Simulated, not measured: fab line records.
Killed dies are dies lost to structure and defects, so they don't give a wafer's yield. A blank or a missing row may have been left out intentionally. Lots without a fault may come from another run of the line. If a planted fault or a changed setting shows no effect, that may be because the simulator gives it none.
Chamber matching + flow n5Finfet + pecvd-02 running N5_BEOL_M2_ILD_DEP_00: 3 sister chambers
The step deposits SiOC from DEMS/O2, target thk 79 nm, time 15.3 s. 6 wafers are shown with their chamber, then 12 later ones without.

EACH WAFER AND ITS CHAMBER
| wafer  | chamber | throttleValvePct (%) | showerheadPlenumPTorr (Torr) |
|--------|---------|----------------------|------------------------------|
| L079.6 | 1       | 12.1                 | 5.727                        |
| L080.3 | 2       | 11.9                 | 5.705                        |
| L080.6 | 2       | 12.1                 | 5.707                        |
| L085.2 | 1       | 12.0                 | 5.707                        |
| L085.3 | 0       | 13.1                 | 5.679                        |
| L085.5 | 0       | 13.2                 | 5.676                        |

WAFERS WITHOUT THEIR CHAMBER
| wafer  | throttleValvePct (%) | showerheadPlenumPTorr (Torr) |
|--------|----------------------|------------------------------|
| L090.1 | 11.9                 | 5.707                        |
| L090.2 | 12.4                 | 5.713                        |
| L090.3 | 12.9                 | 5.693                        |
| L090.4 | 11.8                 | 5.711                        |
| L090.5 | 13.1                 | 5.681                        |
| L090.6 | 12.2                 | 5.706                        |
| L092.1 | 12.2                 | 5.702                        |
| L092.2 | 12.0                 | 5.700                        |
| L092.3 | 13.1                 | 5.699                        |
| L097.1 | 11.7                 | 5.713                        |
| L097.5 | 12.1                 | 5.701                        |
| L097.6 | 13.3                 | 5.684                        |

CHAMBER TAKEN BY EACH
| wafer  | from the rows above     | in truth |
|--------|-------------------------|----------|
| L090.1 | can't be placed: 2 or 1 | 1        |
| L090.2 | can't be placed: 1 or 2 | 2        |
| L090.3 | 0                       | 0        |
| L090.4 | can't be placed: 2 or 1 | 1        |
| L090.5 | 0                       | 0        |
| L090.6 | can't be placed: 2 or 1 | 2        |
| L092.1 | can't be placed: 2 or 1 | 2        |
| L092.2 | can't be placed: 2 or 1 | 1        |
| L092.3 | 0                       | 0        |
| L097.1 | can't be placed: 2 or 1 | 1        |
| L097.5 | can't be placed: 2 or 1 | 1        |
| L097.6 | 0                       | 0        |
Placed correctly: 4 of 12. Cannot be placed on the basis of these rows: 8; the candidates contain the true chamber in 8. Placed wrongly: 0.
How it was worked out, from the rows above alone: a wafer's distance from a chamber is the root of the sum, over the readings, of the square of ((its reading less the chamber's mean) divided by the reading's scatter). If the next closest chamber is less than 2 further off than the closest, the wafer can't be placed; otherwise it belongs to the closest. The mean given for a chamber averages the wafers shown for that chamber. The scatter is the square root of a quotient: the sum, over the shown wafers, of each reading's squared deviation from its chamber's mean, divided by wafers minus chambers.
